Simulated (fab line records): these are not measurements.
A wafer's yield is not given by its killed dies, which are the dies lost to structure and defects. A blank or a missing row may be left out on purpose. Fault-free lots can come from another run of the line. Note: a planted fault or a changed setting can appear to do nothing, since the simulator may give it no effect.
Which tool is to blame? + flow nandHarc + 12 lots, 36 wafers sampled, at 5 steps of a route of 1302

== WHAT THE GAUGES SHOWED, per wafer ==
NHARC_P_M2_INSPECT_27.
| lot  | measured     | on               | rawDefectCount |
|------|--------------|------------------|----------------|
| L628 | day 6 09:37  | defectInspect-02 | 234 390 394    |
| L629 | day 6 22:43  | defectInspect-01 | 358 533 401    |
| L630 | day 7 04:02  | defectInspect-02 | 226 436 140    |
| L631 | day 7 14:40  | defectInspect-02 | 283 294 271    |
| L635 | day 10 16:46 | defectInspect-02 | 217 362 209    |
| L634 | day 11 01:26 | defectInspect-01 | 267 338 383    |
| L633 | day 11 06:53 | defectInspect-01 | 378 279 305    |
| L641 | day 12 09:46 | defectInspect-02 | 242 330 559    |
| L645 | day 13 09:49 | defectInspect-02 | 471 387 391    |
| L646 | day 14 04:04 | defectInspect-01 | 103 176 188    |
| L647 | day 14 06:17 | defectInspect-01 | 270 342 367    |
| L650 | day 15 19:44 | defectInspect-01 | 280 177 230    |

NHARC_P_BONDPAD_OVL_MEAS_38.
| lot  | measured     | on         | overlayXNm (nm) | overlayYNm (nm) |
|------|--------------|------------|-----------------|-----------------|
| L628 | day 6 11:28  | overlay-01 | 4 4 3           | -10 -10 -10     |
| L629 | day 7 00:35  | overlay-02 | -2 -2 -3        | 8 7 7           |
| L630 | day 7 05:54  | overlay-01 | 3 3 3           | 1 1 0           |
| L631 | day 7 16:23  | overlay-02 | -10 -10 -10     | 5 6 5           |
| L635 | day 10 19:07 | overlay-01 | -10 -10 -10     | -7 -7 -7        |
| L634 | day 11 03:18 | overlay-01 | -10 -9 -9       | 6 6 5           |
| L633 | day 11 08:45 | overlay-02 | -10 -10 -10     | -1 -1 -1        |
| L641 | day 12 11:37 | overlay-01 | 3 2 2           | 6 7 7           |
| L645 | day 13 11:42 | overlay-02 | 2 3 3           | 0 0 -1          |
| L646 | day 14 05:52 | overlay-02 | 5 5 5           | -1 -1 -1        |
| L647 | day 14 08:03 | overlay-02 | 10 9 9          | -3 -2 -2        |
| L650 | day 15 21:36 | overlay-01 | -10 -10 -10     | -1 -1 -1        |

NHARC_END_SORT_01.
| lot  | measured     | on        | defectLimitedYield (%) | killedAtArray | killedAtOther | killedAtPeriphery | killedDies | killedOpen | killedShort |
|------|--------------|-----------|------------------------|---------------|---------------|-------------------|------------|------------|-------------|
| L628 | day 25 06:27 | prober-01 | 95.4 95.6 95.7         | 27 24 26      | 1 1 2         | 3 5 1             | 31 30 29   | 3 2 1      | 2 1 3       |
| L629 | day 24 21:49 | prober-02 | 89.5 91.9 87.3         | 68 52 85      | 0 1 0         | 3 2 1             | 71 55 86   | 4 2 5      | 2 1 2       |
| L630 | day 25 08:48 | prober-02 | 91.1 89.4 89.4         | 51 65 67      | 2 1 1         | 7 6 4             | 60 72 72   | 4 4 3      | 3 2 1       |
| L631 | day 26 01:59 | prober-01 | 87.6 86.7 88.8         | 72 83 70      | 1 1 4         | 11 6 2            | 84 90 76   | 2 2 3      | 7 3 0       |
| L635 | day 28 23:00 | prober-01 | 95.7 95.7 96.5         | 21 27 21      | 0 0 1         | 8 2 2             | 29 29 24   | 8 5 1      | 4 6 3       |
| L634 | day 29 19:08 | prober-02 | 90.8 89.1 88.8         | 49 61 66      | 0 0 0         | 13 13 10          | 62 74 76   | 2 3 5      | 5 4 3       |
| L633 | day 31 00:22 | prober-02 | 91.9 94.4 93.8         | 48 35 40      | 1 1 1         | 6 2 1             | 55 38 42   | 2 2 1      | 3 0 0       |
| L641 | day 31 08:12 | prober-02 | 92.0 93.2 92.8         | 48 43 46      | 0 1 0         | 6 2 3             | 54 46 49   | 4 3 3      | 2 1 1       |
| L645 | day 31 23:48 | prober-02 | 87.3 88.5 88.5         | 80 70 68      | 0 1 1         | 6 7 9             | 86 78 78   | 6 1 2      | 4 4 1       |
| L646 | day 32 07:33 | prober-01 | 90.3 90.3 90.8         | 57 60 57      | 6 3 2         | 3 3 3             | 66 66 62   | 2 0 5      | 3 2 1       |
| L647 | day 32 17:38 | prober-01 | 87.9 89.2 91.3         | 75 68 51      | 0 0 1         | 7 5 7             | 82 73 59   | 2 5 2      | 9 3 3       |
| L650 | day 34 01:23 | prober-02 | 85.7 85.4 86.0         | 88 95 94      | 1 0 0         | 8 4 1             | 97 99 95   | 1 1 2      | 6 1 1       |

== WHICH TOOL RAN EACH LOT (tool, then ch and the chambers of the sampled wafers, then the start) ==
| lot  | NHARC_P_BONDPAD_ETCH_12           | NHARC_P_BONDPAD_DEGAS_25    |
|------|-----------------------------------|-----------------------------|
| L628 | rieDiel-13 ch 1,2,3, day 6 11:47  | pvdSputter-03, day 6 12:33  |
| L629 | rieDiel-11 ch 0,1,2, day 7 00:53  | pvdSputter-02, day 7 01:40  |
| L630 | rieDiel-11 ch 0,1, day 7 06:14    | pvdSputter-02, day 7 07:02  |
| L631 | rieDiel-13 ch 0,1,2, day 7 16:43  | pvdSputter-02, day 7 17:29  |
| L635 | rieDiel-02 ch 0,2,3, day 10 19:26 | pvdSputter-03, day 10 20:13 |
| L634 | rieDiel-13 ch 1,2, day 11 03:37   | pvdSputter-03, day 11 04:22 |
| L633 | rieDiel-13 ch 1,2, day 11 09:03   | pvdSputter-03, day 11 09:49 |
| L641 | rieDiel-02 ch 0,1,2, day 12 11:55 | pvdSputter-01, day 12 12:41 |
| L645 | rieDiel-13 ch 0,1,3, day 13 12:01 | pvdSputter-02, day 13 12:46 |
| L646 | rieDiel-13 ch 1,2,3, day 14 06:11 | pvdSputter-01, day 14 06:59 |
| L647 | rieDiel-13 ch 1,2,3, day 14 08:22 | pvdSputter-02, day 14 09:07 |
| L650 | rieDiel-02 ch 0,1,3, day 15 21:55 | pvdSputter-03, day 15 22:40 |
- NHARC_P_BONDPAD_ETCH_12: etches the open film in CHF3/O2, target depth 200 nm, time 100 s.
- NHARC_P_BONDPAD_DEGAS_25: time 60 s.

== AS READ BY THE TOOLS THEMSELVES (means over the sampled wafers that have a number; for cases with no such wafer, the mark the record gives instead) ==
NHARC_P_BONDPAD_ETCH_12.
| lot  | tool       | chf3FlowSccm (sccm) | drypumpMotorCurrentA (A) | oesProductAu (a.u.) | rfFwdPowerW (W) | rfVppV (V) | showerheadPlenumPTorr (Torr) | throttleValvePct (%) |
|------|------------|---------------------|--------------------------|---------------------|-----------------|------------|------------------------------|----------------------|
| L628 | rieDiel-13 | 50.04               | 5.72                     | 0.958               | 494.6           | 369.7      | 2.40                         | 20.571               |
| L629 | rieDiel-11 | 49.91               | 5.57                     | 0.918               | 497.6           | 369.7      | 2.36                         | 20.568               |
| L630 | rieDiel-11 | 50.09               | 5.62                     | 0.922               | 496.9           | 369.1      | 2.32                         | 20.580               |
| L631 | rieDiel-13 | 49.92               | 5.88                     | 0.965               | 496.3           | 370.3      | 2.38                         | 20.571               |
| L635 | rieDiel-02 | 49.91               | 5.64                     | 0.944               | 496.2           | 371.3      | 2.42                         | 20.577               |
| L634 | rieDiel-13 | 49.89               | 5.82                     | 0.965               | 496.4           | 372.6      | 2.46                         | 20.570               |
| L633 | rieDiel-13 | 49.97               | 5.97                     | 0.932               | 494.5           | 370.3      | 2.40                         | 20.564               |
| L641 | rieDiel-02 | 49.98               | 5.71                     | 0.986               | 562.8           | 370.1      | 2.39                         | 20.557               |
| L645 | rieDiel-13 | 50.00               | 5.64                     | 0.954               | 496.2           | 370.0      | 2.38                         | 20.571               |
| L646 | rieDiel-13 | 49.92               | 5.73                     | 0.917               | 495.0           | 370.8      | 2.40                         | 20.575               |
| L647 | rieDiel-13 | 49.89               | 5.73                     | 0.913               | 495.5           | 371.0      | 2.40                         | 20.573               |
| L650 | rieDiel-02 | 50.06               | 5.73                     | 0.923               | 494.4           | 371.5      | 2.40                         | 20.577               |

NHARC_P_BONDPAD_DEGAS_25.
| lot  | tool          | heaterPowerW (W) |
|------|---------------|------------------|
| L628 | pvdSputter-03 | 501              |
| L629 | pvdSputter-02 | 457              |
| L630 | pvdSputter-02 | 458              |
| L631 | pvdSputter-02 | 461              |
| L635 | pvdSputter-03 | 510              |
| L634 | pvdSputter-03 | 517              |
| L633 | pvdSputter-03 | 460              |
| L641 | pvdSputter-01 | 519              |
| L645 | pvdSputter-02 | 475              |
| L646 | pvdSputter-01 | 524              |
| L647 | pvdSputter-02 | 471              |
| L650 | pvdSputter-03 | 525              |

== THE ANSWER, worked out from the rows above alone ==
Rule: the lots themselves supply what counts as usual. Put in order of their means at a reading, lots are off if they are a third of the lots or fewer, leave a main group of 4 or more, and stand apart from it by a gap of 3 or more times the standard deviation of the main group's means; of several such gaps the widest counts. A main group whose means are all the same, to the digits that the tables above print for the reading, isn't used. Also off: a lot with no number at a reading for which 4 or more lots have one. Any other lot the step has rows for is counted as sound. First the gauges in route order, then the tools' own readings, where a lot's mean is used as printed above. The first step at which some lot is off is used, and at that step the reading that is off furthest; a lot without a number counts as furthest.
Off at NHARC_P_BONDPAD_ETCH_12 (rfFwdPowerW): L641. Main group: mean 495.8 W, sd 1.
If a tool, at that step or one of the process steps before it, ran each lot that is off and ran no sound lot following the first of them, it fits. No candidate that was tried fits.

== WHAT WAS PUT IN BY THE SIMULATOR ==
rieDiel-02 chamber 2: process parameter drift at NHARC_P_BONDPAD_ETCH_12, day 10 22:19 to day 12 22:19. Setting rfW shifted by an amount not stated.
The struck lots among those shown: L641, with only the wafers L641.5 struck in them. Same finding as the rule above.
